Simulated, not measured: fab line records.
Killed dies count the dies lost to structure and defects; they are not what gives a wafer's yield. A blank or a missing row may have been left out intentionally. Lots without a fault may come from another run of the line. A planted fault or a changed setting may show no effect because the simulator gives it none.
fab line records -- flow nand-harc
record lots=13, wafers=39, last-day=24
route steps=1159 shown P_STI@92 P_GATE@132 END@1159
lots that met no fault: from a run of the same line without faults
start-h: the number of hours between the record's first day and the start of the first shown wafer of the lot -- wait-h: hours elapsed since this lot's preceding step -- " the same as in the row above -- L1.1+2: one row covering several wafers at once -- - no value, or no start was given -- * or withheld: withheld -- < > ~ a bound
route shown NAME@n: names a module that has steps shown in the file, with the first one's number in the route -- usual: average and standard deviation across the fault-free wafers -- same: alike in all rows -- chamber/n: place in a boat -- sites: the reading at each site -- _std_site: the standard deviation of these -- _edge_site: inner sites' mean taken away from outer sites' mean -- radius-mm: for every site, how far away it sits from the centre of the wafer -- mask NAME#n: copy n -- behind: the last tool/chamber to shape the wafer -- hold: why the lot was held/for how many hours/how that ended -- device: the transistor (n, p or np) that didn't switch -- end of line: the same wafers' tests at the end of the route -- a step with no rows: only its recipe -- killed: count of dies lost to structure and defects at first sort (not the wafer's yield) -- map: dies across one wafer; x = killed, . = not, _ = none there
set.NAME: setting as actually run; set.NAME@STEP: the setting as run at that earlier step -- model.NAME: the simulator's own value behind a step, which no gauge read
a sample of lots followed through the steps of the route, with each step as a table and each wafer as a row
services: the hour from which a tool's chamber was out of use, counted from the record's first day as start-h (under 0 if before that day), plus the number of hours and why
## steps
# step NHARC_P_STI_OCD_MEAS_17
# usual trench-depth-nm=301/4.5, trench-foot-cd-nm=158.6/2.9
lot.wafer,tool,chamber,start-h,wait-h,trench-depth-nm,trench-foot-cd-nm
L774.1,ocd-01,-,35.80,0.1,302,157.8
L774.2,ocd-01,-,35.80,0.1,307,154.6
L774.5,ocd-01,-,35.80,0.1,304,156.6
L775.1,ocd-01,-,41.81,0.1,299,158.4
L775.3,ocd-01,-,41.81,0.1,298,157.7
L775.4,ocd-01,-,41.81,0.1,301,155.5
L776.1,ocd-01,-,47.76,0.1,301,158.3
L776.2,ocd-01,-,47.76,0.1,303,158.1
L776.6,ocd-01,-,47.76,0.1,300,156.7
L777.2,ocd-01,-,56.07,0.1,304,155.0
L777.3,ocd-01,-,56.07,0.1,304,154.9
L777.4,ocd-01,-,56.07,0.1,303,151.1
L778.1,ocd-01,-,59.98,0.1,299,158.4
L778.3,ocd-01,-,59.98,0.1,302,158.7
L778.4,ocd-01,-,59.98,0.1,301,156.5
L779.1,ocd-01,-,67.30,0.1,303,156.9
L779.3,ocd-01,-,67.30,0.1,306,157.3
L779.4,ocd-01,-,67.30,0.1,309,154.9
L789.2,ocd-02,-,126.15,0.1,307,158.5
L789.4,ocd-02,-,126.15,0.1,303,161.8
L789.6,ocd-02,-,126.15,0.1,307,161.1
L790.3,ocd-01,-,132.01,0.1,298,160.3
L790.5,ocd-01,-,132.01,0.1,297,158.1
L790.6,ocd-01,-,132.01,0.1,306,163.9
L792.4,ocd-01,-,146.19,0.1,297,160.2
L792.5,ocd-01,-,146.19,0.1,297,162.3
L792.6,ocd-01,-,146.19,0.1,293,165.7
L793.3,ocd-01,-,152.91,0.1,293,165.1
L793.4,ocd-01,-,152.91,0.1,296,160.1
L793.6,ocd-01,-,152.91,0.1,298,156.1
L794.1,ocd-02,-,153.06,0.1,305,161.9
L794.2,ocd-02,-,153.06,0.1,300,159.9
L794.6,ocd-02,-,153.06,0.1,308,155.4
L795.1,ocd-01,-,161.53,0.1,301,154.3
L795.4,ocd-01,-,161.53,0.1,297,154.5
L795.6,ocd-01,-,161.53,0.1,298,161.3
L797.2,ocd-02,-,174.19,0.1,304,157.6
L797.4,ocd-02,-,174.19,0.1,308,156.4
L797.6,ocd-02,-,174.19,0.1,305,153.3
# step NHARC_P_GATE_DEP_103
# recipe target-thk-a=300, target-thk-nm=30, temp-c=400, flow-sccm=200, rf-w=350, material=SiON
# usual heater-power-w=715/96
lot.wafer,tool,chamber,start-h,wait-h,heater-power-w
L774.1,pecvd-02,2,89.89,0.6,601
L774.2,pecvd-02,1,89.89,0.6,664
L774.5,pecvd-02,1,89.89,0.6,659
L776.1,pecvd-04,1,95.95,0.6,628
L776.2,pecvd-04,0,95.95,0.6,773
L776.6,pecvd-04,1,95.95,0.6,638
L775.1,pecvd-02,2,96.19,0.6,605
L775.3,pecvd-02,0,96.19,0.6,732
L775.4,pecvd-02,0,96.19,0.6,730
L778.3,pecvd-04,2,109.97,0.4,737
L778.1,pecvd-04,1,109.97,0.4,653
L778.4,pecvd-04,1,109.97,0.4,652
L777.3,pecvd-04,1,110.36,0.3,595
L777.2,pecvd-04,2,110.36,0.3,712
L777.4,pecvd-04,2,110.36,0.3,697
L779.3,pecvd-01,2,117.24,0.4,633
L779.1,pecvd-01,0,117.24,0.4,938
L779.4,pecvd-01,0,117.24,0.4,926
L779.3,pecvd-01,2,117.60,0.3,617
L779.1,pecvd-01,0,117.60,0.3,927
L779.4,pecvd-01,0,117.60,0.3,884
L789.2,pecvd-02,0,167.04,0.5,727
L789.4,pecvd-02,1,167.04,0.5,628
L789.6,pecvd-02,0,167.04,0.5,753
L789.2,pecvd-02,0,167.49,0.4,754
L789.4,pecvd-02,1,167.49,0.4,650
L789.6,pecvd-02,0,167.49,0.4,729
L790.3,pecvd-01,2,187.15,0.4,621
L790.5,pecvd-01,1,187.15,0.4,894
L790.6,pecvd-01,0,187.15,0.4,940
L792.6,pecvd-01,2,198.40,0.1,610
L792.5,pecvd-01,0,198.40,0.1,837
L792.4,pecvd-01,1,198.40,0.1,817
L794.1,pecvd-02,0,206.94,0.6,789
L794.2,pecvd-02,1,206.94,0.6,661
L794.6,pecvd-02,0,206.94,0.6,791
L793.3,pecvd-01,0,207.60,0.4,794
L793.6,pecvd-01,0,207.60,0.4,812
L793.4,pecvd-01,1,207.60,0.4,894
L795.1,pecvd-04,2,215.50,0.6,890
L795.6,pecvd-04,0,215.50,0.6,766
L795.4,pecvd-04,1,215.50,0.6,684
L797.2,pecvd-01,1,220.82,0.5,856
L797.6,pecvd-01,1,220.82,0.5,835
L797.4,pecvd-01,2,220.82,0.5,592
# step NHARC_P_GATE_STRIP_75
# recipe power-w=1500, temp-c=250, chemistry=O2
# usual drypump-motor-current-A=5.66/0.27, heater-power-w=348/29
lot.wafer,tool,chamber,start-h,wait-h,drypump-motor-current-A,heater-power-w,rf-hours-counter-h
L774.1,plasma-asher-02,1,106.23,0.2,5.88,372,30
L774.2,plasma-asher-02,0,106.23,0.2,5.27,361,30
L774.5,plasma-asher-02,1,106.23,0.2,5.87,383,-
L776.1,plasma-asher-01,0,109.44,0.2,5.95,312,1
L776.2,plasma-asher-01,1,109.44,0.2,5.46,367,1
L776.6,plasma-asher-01,0,109.44,0.2,5.95,318,-
L775.1,plasma-asher-02,0,115.24,0.2,5.25,367,36
L775.3,plasma-asher-02,0,115.24,0.2,5.26,359,-
L775.4,plasma-asher-02,1,115.24,0.2,5.83,375,-
L778.1,plasma-asher-01,0,123.47,0.3,5.95,304,4
L778.4,plasma-asher-01,0,123.47,0.3,5.95,314,-
L778.3,plasma-asher-01,1,123.47,0.3,5.44,354,-
L777.2,plasma-asher-02,0,123.80,0.2,5.26,357,37
L777.3,plasma-asher-02,0,123.80,0.2,5.28,355,-
L777.4,plasma-asher-02,1,123.80,0.2,5.88,375,-
L779.1,plasma-asher-02,0,131.33,0.2,5.30,357,40
L779.3,plasma-asher-02,1,131.33,0.2,5.89,376,-
L779.4,plasma-asher-02,0,131.33,0.2,5.30,355,-
L789.2,plasma-asher-02,0,193.09,0.3,5.28,364,49
L789.4,plasma-asher-02,1,193.09,0.3,5.83,380,-
L789.6,plasma-asher-02,0,193.09,0.3,5.29,361,-
L790.3,plasma-asher-02,1,200.90,0.2,5.87,410,-
L790.6,plasma-asher-02,1,200.90,0.2,5.85,405,-
L790.5,plasma-asher-02,0,200.90,0.2,5.33,341,-
L792.4,plasma-asher-01,1,213.89,0.2,5.46,372,-
L792.6,plasma-asher-01,1,213.89,0.2,5.45,361,-
L792.5,plasma-asher-01,0,213.89,0.2,5.95,314,-
L794.1,plasma-asher-01,1,220.64,0.3,5.46,364,46
L794.2,plasma-asher-01,0,220.64,0.3,5.95,313,46
L794.6,plasma-asher-01,0,220.64,0.3,5.97,315,-
L793.4,plasma-asher-01,1,221.03,0.2,5.45,366,-
L793.3,plasma-asher-01,0,221.03,0.2,5.95,313,-
L793.6,plasma-asher-01,0,221.03,0.2,5.94,310,-
L795.1,plasma-asher-01,0,229.64,0.2,5.95,313,49
L795.4,plasma-asher-01,1,229.64,0.2,5.46,367,-
L795.6,plasma-asher-01,0,229.64,0.2,5.96,316,-
L797.2,plasma-asher-01,1,234.48,0.2,5.44,367,50
L797.4,plasma-asher-01,0,234.48,0.2,5.94,306,-
L797.6,plasma-asher-01,1,234.48,0.2,5.46,361,-
# step NHARC_P_GATE_DESCUM_61
# recipe time-s=3, o2-flow-sccm=200, ar-flow-sccm=0, bias-power-w=0, chemistry=O2
# usual chamber-pressure-mTorr=60.00/0.049, drypump-motor-current-A=5.91/0.22, oes-product-au=0.997/0.009, rf-vpp-V=57.7/0.95, showerhead-plenum-p-Torr=1.89/0.091, throttle-valve-pct=11.311/0.0093
lot.wafer,tool,chamber,start-h,wait-h,chamber-pressure-mTorr,drypump-motor-current-A,oes-product-au,rf-hours-counter-h,rf-vpp-V,showerhead-plenum-p-Torr,throttle-valve-pct
L774.2,rie-diel-03,0,107.32,-,60.00,5.82,0.982,24,57.9,1.92,11.321
L774.1,rie-diel-03,3,107.32,-,59.89,6.17,0.988,23,56.3,1.92,11.305
L774.5,rie-diel-03,0,107.32,-,59.92,5.82,0.980,-,58.2,1.92,11.321
L776.2,rie-diel-07,2,110.81,-,59.99,5.92,0.999,11,56.9,1.83,11.300
L776.1,rie-diel-07,3,110.81,-,60.03,5.72,0.995,12,58.0,1.83,11.312
L776.6,rie-diel-07,2,110.81,-,59.97,5.96,0.993,-,59.2,1.83,11.307
L775.3,rie-diel-07,0,116.36,-,59.95,5.97,0.987,12,56.7,1.96,11.311
L775.1,rie-diel-07,1,116.36,-,59.96,5.66,0.988,9,59.5,2.06,11.318
L775.4,rie-diel-07,2,116.36,-,60.02,5.93,1.004,11,57.8,1.83,11.292
L778.3,rie-diel-03,0,124.59,-,59.99,5.83,0.988,30,58.3,1.92,11.296
L778.1,rie-diel-03,1,124.59,-,60.00,6.06,0.998,20,55.9,1.78,11.308
L778.4,rie-diel-03,2,124.59,-,60.02,6.28,0.982,27,57.1,1.80,11.302
L777.4,rie-diel-07,3,124.91,-,60.04,5.72,1.001,14,57.9,1.83,11.311
L777.2,rie-diel-07,0,124.91,-,60.09,5.91,1.011,13,58.1,1.96,11.320
L777.3,rie-diel-07,1,124.91,-,60.03,5.65,1.003,10,56.5,2.06,11.317
L779.3,rie-diel-07,0,132.28,-,60.00,5.91,1.000,14,57.5,1.96,11.311
L779.1,rie-diel-07,1,132.28,-,60.06,5.65,0.977,11,57.2,2.06,11.298
L779.4,rie-diel-07,3,132.28,-,60.00,5.73,0.991,15,57.8,1.83,11.321
L789.2,rie-diel-03,2,194.45,-,59.97,6.31,0.996,47,55.8,1.79,11.313
L789.4,rie-diel-03,3,194.45,-,59.92,6.16,0.986,51,56.4,1.91,11.313
L789.6,rie-diel-03,1,194.45,-,60.03,6.06,0.988,-,57.3,1.78,11.298
L790.3,rie-diel-07,3,201.99,-,59.98,5.71,0.984,25,57.3,1.83,11.317
L790.6,rie-diel-07,1,201.99,-,59.96,5.65,0.979,-,57.3,2.06,11.315
L790.5,rie-diel-07,2,201.99,-,60.00,5.94,1.015,-,57.7,1.83,11.318
L792.4,rie-diel-07,3,215.02,-,59.98,5.73,0.995,27,57.6,1.83,11.289
L792.6,rie-diel-07,0,215.02,-,60.01,5.97,1.003,-,57.0,1.95,11.319
L792.5,rie-diel-07,1,215.02,-,59.95,5.65,0.987,-,58.6,2.06,11.320
L794.1,rie-diel-07,3,221.73,-,60.10,5.72,1.005,29,55.9,1.83,11.310
L794.2,rie-diel-07,1,221.73,-,59.93,5.67,0.988,27,58.1,2.06,11.322
L794.6,rie-diel-07,3,221.73,-,60.04,5.71,1.004,-,58.0,1.83,11.302
L793.4,rie-diel-07,2,222.09,-,59.98,5.94,1.005,28,57.4,1.82,11.302
L793.3,rie-diel-07,0,222.09,-,60.01,5.98,1.004,30,59.4,1.95,11.321
L793.6,rie-diel-07,3,222.09,-,60.01,5.71,1.000,-,57.2,1.83,11.328
L795.1,rie-diel-01,0,230.60,-,60.03,6.03,0.994,32,58.6,1.97,11.300
L795.4,rie-diel-01,3,230.60,-,60.02,5.24,0.999,35,56.9,1.79,11.304
L795.6,rie-diel-01,0,230.60,-,59.95,6.06,0.993,-,58.8,1.97,11.316
L797.2,rie-diel-03,1,235.57,-,60.07,6.04,1.013,4,57.1,1.77,11.301
L797.4,rie-diel-03,3,235.57,-,60.06,6.16,1.014,4,57.4,1.91,11.323
L797.6,rie-diel-03,2,235.57,-,60.02,6.25,1.012,-,58.6,1.79,11.314
# step NHARC_END_SORT_01
# recipe temp-c=25
# usual killed-at-array=27/9.3, killed-at-other=0.9/1.3, killed-at-periphery=3.6/2.7, killed-dies=31/9.7, killed-open=3.3/1.8, killed-short=2.0/1.5
# same gross-dies=677
lot.wafer,tool,chamber,start-h,wait-h,killed-at-array,killed-at-other,killed-at-periphery,killed-dies,killed-open,killed-short
L789.2,prober-02,0,531.10,2.8,19,0,4,23,4,2
L789.4,prober-02,0,532.72,3.4,23,0,3,26,5,2
L789.6,prober-02,0,534.34,4.0,17,0,2,19,3,1
# killed by level:class
L789.2 A_SLIT:chamber-film-flake=8 A_CHANNEL_HOLE_D1:chamber-film-flake=5 A_CHANNEL_FILL_D1:geometric-particle:short=2 P_M0:geometric-particle:open=1 P_M2:geometric-particle:open=1 A_CHANNEL_FILL_D1:geometric-particle:open=1 A_CONTACT:geometric-particle:open=1 P_GATE:chamber-film-flake=1
L789.4 A_SLIT:chamber-film-flake=12 A_CHANNEL_HOLE_D1:chamber-film-flake=4 A_CONTACT:geometric-particle:open=2 P_M0:geometric-particle:open=1 A_CHANNEL_FILL_D1:geometric-particle:open=1 A_CHANNEL_FILL_D1:geometric-particle:short=1 A_WL_FILL:geometric-particle:short=1 A_BLC:geometric-particle:open=1
L789.6 A_SLIT:chamber-film-flake=10 A_CHANNEL_HOLE_D1:chamber-film-flake=4 A_CONTACT:geometric-particle:open=2 P_M0:geometric-particle:open=1 A_CHANNEL_FILL_D1:geometric-particle:short=1 P_BONDPAD:chamber-film-flake=1
## services
tool,chamber,start-h,hours,kind
rie-diel-07,0,84.72,-,clean
rie-diel-07,1,84.72,-,clean
rie-diel-07,2,84.72,-,clean
rie-diel-07,3,84.72,-,clean
rie-diel-03,1,84.83,17.2,repair
plasma-asher-01,-,99.00,9.0,pm
plasma-asher-02,-,102.70,3.0,repair
rie-diel-07,0,109.22,-,clean
rie-diel-07,1,109.22,-,clean
rie-diel-07,2,109.22,-,clean
rie-diel-07,3,109.22,-,clean
rie-diel-07,2,113.00,2.9,repair
rie-diel-07,0,133.72,-,clean
rie-diel-01,-,137.85,9.0,pm
plasma-asher-02,-,138.23,22.2,repair
plasma-asher-01,-,147.85,1.6,repair
pecvd-02,-,153.14,13.0,pm
pecvd-02,2,170.18,2.3,repair
plasma-asher-02,-,183.12,9.0,pm
pecvd-04,-,195.00,13.0,pm
rie-diel-01,0,202.67,1.4,repair
rie-diel-03,-,215.30,9.0,pm
rie-diel-07,-,224.97,0.5,repair
rie-diel-07,-,228.53,9.0,pm
## key
first-sign step=NHARC_P_GATE_DEP_103, reading=visit, direction=added
effect none on later readings
met-at NHARC_P_GATE_DEP_103
struck-lots L779,L789
tester-left-out L779,L789
not-acting-at NHARC_P_STI_OCD_MEAS_17,NHARC_P_GATE_STRIP_75,NHARC_P_GATE_DESCUM_61
fault kind=repeated-step-whole, tool=pecvd-01,pecvd-02,pecvd-04, chamber=-, onset-h=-, steps=NHARC_P_GATE_DEP_103, times=1, scope=struck-lots-only
# tester-left-out: of these lots the tester's yield and bins aren't shown, on N5 and GAA mostly nor the transistor test; their killed dies are dies lost to structure and defects alone, not to doping, threshold or leakage, so they don't give the yield
